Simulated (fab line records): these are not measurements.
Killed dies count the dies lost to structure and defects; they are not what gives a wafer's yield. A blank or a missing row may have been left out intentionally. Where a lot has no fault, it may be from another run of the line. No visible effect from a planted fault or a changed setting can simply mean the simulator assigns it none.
fab line records	flow nand_harc
[record] lots = 13	wafers = 39	last_day = 25
route steps=1159 shown P_GATE@190 END@1159
lots untouched by any fault: they come from a run of this same line in which no faults occurred
start_h: start of the lot's first displayed wafer, in hours after the record's first day	wait_h: how many hours have passed since the lot's step before this one	" repeats the value in the row above	L1.1+2: several wafers, shown together as one row	- no value, or no start given	* or withheld: withheld	< > ~ a bound
route shown NAME@n: a module of which the file shows steps, and the number in the route of the first	usual: mean/standard deviation of fault-free wafers	same: alike in all rows	chamber/n: place in a boat	sites: per-site readings	_std_site: the values' standard deviation	_edge_site: the outer-site mean with the inner-site mean subtracted	radius_mm: how far each site lies from the wafer's centre	mask NAME#n: copy n	behind: tool/chamber where the wafer was last shaped	hold: reason for holding the lot/hours on hold/outcome of the hold	device: the n, p or np transistor that did not switch	end of line: the tests these same wafers got at the end of their route	for a step that has no rows: nothing shown but its recipe	killed: not the wafer's yield, but the dies lost to structure and defects at the first sort	map: dies across one wafer; x = killed, . = not, _ = none there
set.NAME: the setting as run; set.NAME@STEP: as run at that earlier step	model.NAME: the simulator's own value behind a step, which no gauge read
a sample of lots followed through the steps of the route, with each step as a table and each wafer as a row
services: a tool's chamber out of use, with start hour (start_h, from the record's first day; less than 0 if before it), hours out, and reason
[[steps]]
[step NHARC_P_GATE_STRIP_76]
[recipe] power_w = 1500	temp_c = 250	chemistry = O2
[usual] drypump_motor_current_A = 5.56/0.29	heater_power_w = 349/33
lot.wafer	tool	chamber	start_h	wait_h	drypump_motor_current_A	heater_power_w	rf_hours_counter_h
L307.1	plasma_asher-02	0	105.40	0.2	5.87	307	35
L307.2	"	1	"	"	5.90	311	35
L307.3	"	1	"	"	5.91	312	-
L306.2	plasma_asher-02	0	106.33	0.2	5.85	307	36
L306.1	"	1	"	"	5.85	307	36
L306.3	"	1	"	"	5.86	309	-
L309.1	plasma_asher-01	1	118.23	0.2	5.20	374	3
L309.3	"	0	"	"	5.47	382	-
L309.6	"	1	"	"	5.18	373	-
L311.2	plasma_asher-02	0	129.59	0.2	5.88	311	43
L311.1	"	1	"	"	5.86	309	43
L311.6	"	1	"	"	5.87	319	-
L314.1	plasma_asher-02	1	148.21	0.2	5.87	317	48
L314.3	"	0	"	"	5.91	308	-
L314.5	"	0	"	"	5.88	309	-
L313.2	plasma_asher-01	1	148.59	0.2	5.21	368	11
L313.4	"	0	"	"	5.47	374	-
L313.3	"	1	"	"	5.19	368	-
L312.1	plasma_asher-02	1	148.87	0.2	5.89	313	49
L312.3	"	1	"	"	5.87	304	-
L312.4	"	0	"	"	5.85	311	-
L315.1	plasma_asher-01	0	156.56	0.2	5.45	380	14
L315.3	"	0	"	"	5.46	381	-
L315.4	"	1	"	"	5.22	367	-
L322.2	plasma_asher-02	0	202.83	0.2	5.88	288	3
L322.5	"	1	"	"	5.87	328	-
L322.6	"	0	"	"	5.87	288	-
L324.2	plasma_asher-01	1	213.62	0.2	5.19	367	40
L324.5	"	1	"	"	5.19	369	-
L324.6	"	0	"	"	5.46	387	-
L326.2	plasma_asher-02	0	221.12	0.2	5.88	297	10
L326.3	"	0	"	"	5.86	300	-
L326.5	"	0	"	"	5.87	298	-
L328.4	plasma_asher-01	0	230.69	0.2	5.47	388	-
L328.6	"	0	"	"	5.45	395	-
L328.5	"	1	"	"	5.18	371	-
L329.2	plasma_asher-01	1	242.52	0.2	5.21	373	48
L329.1	"	0	"	"	5.47	396	48
L329.5	"	1	"	"	5.19	372	-
[step NHARC_P_GATE_DEGAS_109]
[recipe] temp_c = 300	time_s = 60
[usual] heater_power_w = 451/41
lot.wafer	tool	chamber	start_h	wait_h	heater_power_w
L307.2	pvd_sputter-02	-	108.33	0.1	406
L307.3	"	-	"	"	503
L307.1	"	-	"	"	478
L306.1	pvd_sputter-02	-	109.85	0.1	376
L306.2	"	-	"	"	507
L306.3	"	-	"	"	478
L309.1	pvd_sputter-02	-	121.34	0.1	418
L309.3	"	-	"	"	384
L309.6	"	-	"	"	401
L311.1	pvd_sputter-02	-	132.66	0.1	503
L311.2	"	-	"	"	404
L311.6	"	-	"	"	493
L314.3	pvd_sputter-02	-	151.22	0.1	375
L314.1	"	-	"	"	504
L314.5	"	-	"	"	411
L313.2	pvd_sputter-03	-	151.62	0.1	467
L313.3	"	-	"	"	463
L313.4	"	-	"	"	450
L312.3	pvd_sputter-02	-	152.13	0.1	403
L312.1	"	-	"	"	385
L312.4	"	-	"	"	474
L315.4	pvd_sputter-03	-	159.46	0.1	480
L315.3	"	-	"	"	507
L315.1	"	-	"	"	450
L322.2	pvd_sputter-03	-	205.89	0.1	474
L322.5	"	-	"	"	497
L322.6	"	-	"	"	449
L324.2	pvd_sputter-03	-	216.72	0.1	471
L324.5	"	-	"	"	496
L324.6	"	-	"	"	444
L326.3	pvd_sputter-02	-	224.21	0.1	454
L326.2	"	-	"	"	390
L326.5	"	-	"	"	448
L328.4	pvd_sputter-03	-	233.72	0.1	513
L328.5	"	-	"	"	476
L328.6	"	-	"	"	462
L329.2	pvd_sputter-03	-	245.67	0.1	513
L329.1	"	-	"	"	479
L329.5	"	-	"	"	445
[step NHARC_P_GATE_SPUTTER_79]
[recipe] target_thk_a = 100	material = TiN
lot.wafer	tool	chamber	start_h	wait_h
L307.1+3+2	pvd_sputter-01	-	108.62	-
L306.2+3+1	pvd_sputter-02	-	110.18	-
L309.3+1+6	pvd_sputter-02	-	121.53	-
L311.1+2+6	pvd_sputter-02	-	132.82	-
L314.1+3+5	pvd_sputter-02	-	151.39	-
L313.4+3+2	pvd_sputter-03	-	151.81	-
L312.4+1+3	pvd_sputter-02	-	152.31	-
L315.1+4+3	pvd_sputter-03	-	159.64	-
L322.2+6+5	pvd_sputter-03	-	206.07	-
L324.2+5+6	pvd_sputter-03	-	216.89	-
L326.3+2+5	pvd_sputter-02	-	224.38	-
L328.4+5+6	pvd_sputter-03	-	233.91	-
L329.2+1+5	pvd_sputter-03	-	245.84	-
[step NHARC_P_GATE_RTA_82]
[recipe] temp_c = 450	time_s = 30
[usual] lamp_power_pct = 3.874/0.024	wafer_temp_C_max = 452.5/0.65
lot.wafer	tool	chamber	start_h	wait_h	lamp_power_pct	wafer_temp_C_max
L307.1	rtp_anneal-02	0	109.64	-	3.856	452.4
L307.2	"	0	"	"	3.856	452.4
L307.3	"	0	"	"	3.851	452.3
L306.1	rtp_anneal-01	0	110.76	-	3.900	451.9
L306.2	"	0	"	"	3.905	451.7
L306.3	"	0	"	"	3.905	452.0
L309.1	rtp_anneal-01	0	122.32	-	3.901	452.0
L309.3	"	0	"	"	3.908	452.5
L309.6	"	0	"	"	3.900	451.6
L311.1	rtp_anneal-01	0	133.59	-	3.903	452.0
L311.2	"	0	"	"	3.904	451.6
L311.6	"	0	"	"	3.901	451.6
L314.1	rtp_anneal-01	0	152.12	-	3.905	452.4
L314.3	"	0	"	"	3.901	452.2
L314.5	"	0	"	"	3.907	451.5
L313.2	rtp_anneal-02	0	152.43	-	3.850	452.4
L313.3	"	0	"	"	3.854	453.3
L313.4	"	0	"	"	3.855	452.0
L312.1	rtp_anneal-02	0	152.90	-	3.853	452.4
L312.3	"	0	"	"	3.853	453.1
L312.4	"	0	"	"	3.857	452.3
L315.1	rtp_anneal-01	0	160.36	-	3.902	451.7
L315.3	"	0	"	"	3.896	451.5
L315.4	"	0	"	"	3.898	451.7
L322.2	rtp_anneal-02	0	206.65	-	3.859	453.7
L322.5	"	0	"	"	3.859	452.7
L322.6	"	0	"	"	3.858	452.6
L324.2	rtp_anneal-01	0	217.48	-	3.907	451.6
L324.5	"	0	"	"	3.903	451.2
L324.6	"	0	"	"	3.898	451.8
L326.2	rtp_anneal-01	0	224.99	-	3.906	451.7
L326.3	"	0	"	"	3.900	453.0
L326.5	"	0	"	"	3.906	452.4
L328.4	rtp_anneal-02	0	234.55	-	3.857	452.4
L328.5	"	0	"	"	3.853	452.5
L328.6	"	0	"	"	3.856	452.1
L329.1	rtp_anneal-02	0	246.42	-	3.851	453.6
L329.2	"	0	"	"	3.864	453.2
L329.5	"	0	"	"	3.852	453.1
[step NHARC_P_GATE_INSPECT_68]
[usual] raw_defect_count = 182/59
lot.wafer	tool	chamber	start_h	wait_h	raw_defect_count
L307.1	defect_inspect-02	-	109.83	0.2	136
L307.2	"	-	"	"	180
L307.3	"	-	"	"	109
L306.1	defect_inspect-01	-	110.96	0.2	166
L306.2	"	-	"	"	141
L306.3	"	-	"	"	200
L309.1	defect_inspect-02	-	122.52	0.2	152
L309.3	"	-	"	"	117
L309.6	"	-	"	"	200
L311.1	defect_inspect-01	-	133.79	0.2	148
L311.2	"	-	"	"	178
L311.6	"	-	"	"	180
L314.1	defect_inspect-02	-	152.31	0.2	1388
L314.3	"	-	"	"	186
L314.5	"	-	"	"	1471
L313.2	defect_inspect-02	-	152.60	0.1	197
L313.3	"	-	"	"	133
L313.4	"	-	"	"	172
L312.1	defect_inspect-02	-	153.10	0.2	157
L312.3	"	-	"	"	1477
L312.4	"	-	"	"	119
L315.1	defect_inspect-01	-	160.56	0.2	386
L315.3	"	-	"	"	166
L315.4	"	-	"	"	150
L322.2	defect_inspect-02	-	206.82	0.1	254
L322.5	"	-	"	"	277
L322.6	"	-	"	"	222
L324.2	defect_inspect-02	-	217.65	0.1	200
L324.5	"	-	"	"	181
L324.6	"	-	"	"	272
L326.2	defect_inspect-02	-	225.16	0.1	136
L326.3	"	-	"	"	102
L326.5	"	-	"	"	172
L328.4	defect_inspect-01	-	234.69	0.1	198
L328.5	"	-	"	"	246
L328.6	"	-	"	"	115
L329.1	defect_inspect-01	-	246.64	0.2	298
L329.2	"	-	"	"	199
L329.5	"	-	"	"	160
[step NHARC_END_SORT_01]
[recipe] temp_c = 25
[usual] killed_at_array = 25/9.2	killed_at_other = 0.9/1.3	killed_at_periphery = 3.3/2.3	killed_dies = 29/9.6	killed_open = 3.2/1.8	killed_short = 2/1.4
[same] gross_dies = 677
lot.wafer	tool	chamber	start_h	wait_h	killed_at_array	killed_at_other	killed_at_periphery	killed_dies	killed_open	killed_short
L312.1	prober-01	0	475.49	2.5	15	0	1	16	2	0
L312.3	prober-01	0	477.07	3.1	22	0	108	130	2	5
L312.4	prober-01	0	477.86	3.4	24	0	4	28	1	1
L314.1	prober-01	0	497.84	2.5	20	1	107	128	4	2
L314.3	prober-01	0	499.45	3.1	24	0	7	31	6	2
L314.5	prober-01	0	501.06	3.7	21	0	103	124	3	1
// killed by level:class
L312.1 A_CHANNEL_HOLE_D1:chamber_film_flake=8 A_STAIRCASE:chamber_film_flake=4 A_SOURCE_PLATE:geometric_particle:open=1 A_CONTACT:geometric_particle:open=1 P_STI:chamber_film_flake=1 A_CONTACT:chamber_film_flake=1
L312.3 P_GATE:unspecified=104 A_CHANNEL_HOLE_D1:chamber_film_flake=13 A_STAIRCASE:chamber_film_flake=3 P_CONTACT:geometric_particle:short=1 P_M0:geometric_particle:short=1 A_CHANNEL_HOLE_D1:geometric_particle:short=1 A_SGD_CUT:geometric_particle:short=1 A_BLC:geometric_particle:open=1
L312.4 A_CHANNEL_HOLE_D1:chamber_film_flake=18 A_STAIRCASE:chamber_film_flake=3 P_STI:chamber_film_flake=2 A_CHANNEL_FILL_D1:geometric_particle:short=1 A_M0:geometric_particle:open=1 P_GATE:chamber_film_flake=1 P_M1:chamber_film_flake=1 A_ZERO_WELL:chamber_film_flake=1
L314.1 P_GATE:unspecified=102 A_SLIT:chamber_film_flake=9 A_STAIRCASE:chamber_film_flake=3 A_CONTACT:chamber_film_flake=3 P_CONTACT:geometric_particle:open=2 P_ZERO_WELL:chamber_film_flake=2 A_CHANNEL_HOLE_D1:chamber_film_flake=2 A_ONON_D1:geometric_particle:open=1
L314.3 A_SLIT:chamber_film_flake=9 A_WL_FILL:chamber_film_flake=6 P_ZERO_WELL:chamber_film_flake=3 A_ONON_D1:geometric_particle:short=2 A_CHANNEL_HOLE_D1:chamber_film_flake=2 P_STI:geometric_particle:open=1 P_GATE:geometric_particle:open=1 P_CONTACT:geometric_particle:open=1
L314.5 P_GATE:unspecified=102 A_SLIT:chamber_film_flake=10 A_CONTACT:chamber_film_flake=3 A_CHANNEL_HOLE_D1:chamber_film_flake=2 A_STAIRCASE:chamber_film_flake=2 P_M0:geometric_particle:open=1 A_ONON_D1:geometric_particle:short=1 A_CHANNEL_FILL_D1:geometric_particle:open=1
[[services]]
tool	chamber	start_h	hours	kind
pvd_sputter-01	-	86.05	5.4	repair
plasma_asher-01	-	99.14	9.0	pm
plasma_asher-01	0	99.14	9.0	vent_cycle
plasma_asher-01	1	99.14	9.0	vent_cycle
pvd_sputter-03	-	102.00	10.0	pm
plasma_asher-01	0	108.14	-	clean
plasma_asher-01	1	108.14	-	clean
pvd_sputter-01	-	115.81	1.2	repair
pvd_sputter-03	-	152.33	5.0	repair
pvd_sputter-01	-	158.00	10.0	pm
plasma_asher-02	-	166.28	6.5	repair
plasma_asher-02	-	183.03	9.0	pm
plasma_asher-02	0	183.03	9.0	vent_cycle
plasma_asher-02	1	183.03	9.0	vent_cycle
plasma_asher-02	0	192.03	-	clean
plasma_asher-02	1	192.03	-	clean
pvd_sputter-02	-	214.02	10.0	pm
pvd_sputter-01	-	217.17	1.9	repair
pvd_sputter-01	-	227.25	0.9	repair
[[key]]
[first_sign] step = NHARC_P_GATE_INSPECT_68	reading = raw_defect_count	direction = up	sigmas = 21	usual = 182	struck = 1445
[effect] step = NHARC_END_SORT_01	reading = killed_at_periphery	direction = up	sigmas = 45	usual = 3.3	struck = 106
[more_kills_born_at] NHARC_P_GATE_SPUTTER_79@pvd_sputter-02 = 308
met_at NHARC_P_GATE_SPUTTER_79
struck_lots L312,L314
struck_wafers L312.3,L314.1,L314.5
tester_left_out L312,L314
not_acting_at NHARC_P_GATE_STRIP_76,NHARC_P_GATE_DEGAS_109,NHARC_P_GATE_RTA_82
onset_between 132.82 151.39
[fault] kind = chamber_particle_source	tool = pvd_sputter-02	chamber = -	onset_h = 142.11	steps = NHARC_P_GATE_SPUTTER_79	rate_per_visit_cm2 = 2.0671	end_h = 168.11	scope = struck_wafers_only
// tester_left_out: of these lots the tester's yield and bins aren't shown, on N5 and GAA mostly nor the transistor test; their killed dies are dies lost to structure and defects alone, not to doping, threshold or leakage, so they don't give the yield
